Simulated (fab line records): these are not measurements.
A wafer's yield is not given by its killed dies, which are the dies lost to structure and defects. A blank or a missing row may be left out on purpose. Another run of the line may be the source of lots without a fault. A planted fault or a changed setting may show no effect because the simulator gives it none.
A lot that was struck, set against a sound lot || flow nand_harc || 39 out of 1302 route steps
Sound: wafers L809.2, L809.3, L809.5. Wafers struck: L823.1, L823.2, L823.5. The cause comes at the end.
Order at every step that has rows: each side's tool, ch and its chambers, its first start. Under that, the readings that differ: sound wafers || struck wafers || difference of the means || sigmas: that difference in standard deviations of wafers without a fault.
alike: readings with means less than 2 such deviations apart, plus words and numbers identical on both sides. not compared: withheld readings, readings lacking a value on some wafer, bounds such as >300 that could conceal the same value, and numbers that have no deviation in the record and whose values overlap.
Wherever a step has rows on one side only, a row that says differs or no value, or a row with sigmas, the two part there. When numbers do not overlap yet have no deviation, they are printed without sigmas and do not part them. A reading missing from all wafers of one side parts the sides only when that side holds two or more wafers.

first, 8 steps without rows for these wafers: NHARC_A_STAIRCASE_COAT_03; NHARC_A_STAIRCASE_SOFTBAKE_04 (time 170 s); NHARC_A_STAIRCASE_EBR_05; NHARC_A_STAIRCASE_EXPOSE_06 (exposes mask STAIR); NHARC_A_STAIRCASE_PEB_07 (peb time 130 s); NHARC_A_STAIRCASE_DEVELOP_08 (time 140 s); NHARC_A_STAIRCASE_HARDBAKE_10 (time 140 s); NHARC_A_STAIRCASE_DESCUM_11 (chemistry O2, time 3 s).
NHARC_A_STAIRCASE_TRIM_12: chemistry O2, time 211.2 s.
  sound on rie_diel-11 ch 0,2, day 15 19:01; struck on rie_diel-04 ch 0,1, day 21 14:59
{"reading": "showerhead_plenum_p_Torr (Torr)", "sound": "3.32 3.40 3.32", "struck": "3.75 3.79 3.79", "difference": "+0.43", "sigmas": "+2"}
  alike: drypump_motor_current_A, oes_product_au, rf_vpp_V, throttle_valve_pct
  not compared: rf_hours_counter_h
then, 2 steps without rows for these wafers: NHARC_A_STAIRCASE_ETCH_13 (etches the open film in C4F8/O2, target depth 100 nm, time 40.5 s); NHARC_A_STAIRCASE_TRIM_14 (chemistry O2, time 211.2 s).
NHARC_A_STAIRCASE_ETCH_15: etches the open film in C4F8/O2, target depth 100 nm, time 40.5 s.
  sound on rie_diel-11 ch 0,2, day 15 19:39; struck on rie_diel-04 ch 0,2,3, day 21 15:23
  alike: oes_product_au, rf_vpp_V
  not compared: rf_hours_counter_h
then, 7 steps without rows for these wafers: NHARC_A_STAIRCASE_TRIM_16 (chemistry O2, time 211.2 s); NHARC_A_STAIRCASE_ETCH_17 (etches the open film in C4F8/O2, target depth 100 nm, time 40.5 s); NHARC_A_STAIRCASE_TRIM_18 (chemistry O2, time 211.2 s); NHARC_A_STAIRCASE_ETCH_19 (etches the open film in C4F8/O2, target depth 100 nm, time 40.5 s); NHARC_A_STAIRCASE_TRIM_20 (chemistry O2, time 211.2 s); NHARC_A_STAIRCASE_ETCH_21 (etches the open film in C4F8/O2, target depth 100 nm, time 40.5 s); NHARC_A_STAIRCASE_TRIM_22 (chemistry O2, time 211.2 s).
NHARC_A_STAIRCASE_ETCH_23: etches the open film in C4F8/O2, target depth 100 nm, time 40.5 s.
  sound on rie_diel-04 ch 0,2; struck on rie_diel-04 ch 1,2,3
  alike: oes_product_au, rf_vpp_V
  not compared: rf_hours_counter_h
then, 3 steps without rows for these wafers: NHARC_A_STAIRCASE_TRIM_24 (chemistry O2, time 211.2 s); NHARC_A_STAIRCASE_ETCH_25 (etches the open film in C4F8/O2, target depth 100 nm, time 40.5 s); NHARC_A_STAIRCASE_TRIM_26 (chemistry O2, time 211.2 s).
NHARC_A_STAIRCASE_ETCH_27: etches the open film in C4F8/O2, target depth 100 nm, time 40.5 s.
  sound on rie_diel-04 ch 0,1,2; struck on rie_diel-04 ch 2,3
  alike: oes_product_au, rf_vpp_V
  not compared: rf_hours_counter_h
NHARC_A_STAIRCASE_STRIP_175: strips in O2.
  sound on plasma_asher-01 ch 0,1, day 15 21:31; struck on plasma_asher-01 ch 0,1, day 21 17:05
  alike: drypump_motor_current_A, heater_power_w, temp_c
  not compared: rf_hours_counter_h
then, 12 steps without rows for these wafers: NHARC_A_STAIRCASE_STRIP_148 (strips in SPM, time 900 s); NHARC_A_STAIRCASE_PRECLEAN_149 (cleans in SC1); NHARC_A_STAIRCASE_SRD_150; NHARC_A_STAIRCASE_DEHYDRATE_176 (time 120 s); NHARC_A_STAIRCASE_HMDS_177 (time 30 s); NHARC_A_STAIRCASE_COAT_178; NHARC_A_STAIRCASE_SOFTBAKE_179 (time 170 s); NHARC_A_STAIRCASE_EBR_180; NHARC_A_STAIRCASE_EXPOSE_181 (exposes mask STAIR 2); NHARC_A_STAIRCASE_PEB_182 (peb time 130 s); NHARC_A_STAIRCASE_DEVELOP_183 (time 140 s); NHARC_A_STAIRCASE_HARDBAKE_185 (time 140 s).
NHARC_A_STAIRCASE_DESCUM_186: chemistry O2, time 3 s.
  sound on rie_diel-03 ch 0,1,3, day 15 23:03; struck on rie_diel-11 ch 0,2,3, day 21 18:37
{"reading": "throttle_valve_pct (%)", "sound": "11.307 11.300 11.300", "struck": "11.319 11.322 11.323", "difference": "+0.019", "sigmas": "+2"}
  alike: drypump_motor_current_A, oes_product_au, rf_vpp_V, showerhead_plenum_p_Torr
  not compared: rf_hours_counter_h
-- jump in the record: it breaks off in module A_STAIRCASE and resumes in module END (first step shown: number 1302 of the route), and 9 days separate the struck wafers' starts before and after --
NHARC_END_SORT_01:
  at this point the record logs the struck wafers (prober-01 ch 0, day 30 20:08) and has no rows for the sound ones

## WHERE THEY PART
Earliest at NHARC_A_STAIRCASE_TRIM_12; latest, in this record, at NHARC_END_SORT_01.

WHY: what had been put in by the simulator
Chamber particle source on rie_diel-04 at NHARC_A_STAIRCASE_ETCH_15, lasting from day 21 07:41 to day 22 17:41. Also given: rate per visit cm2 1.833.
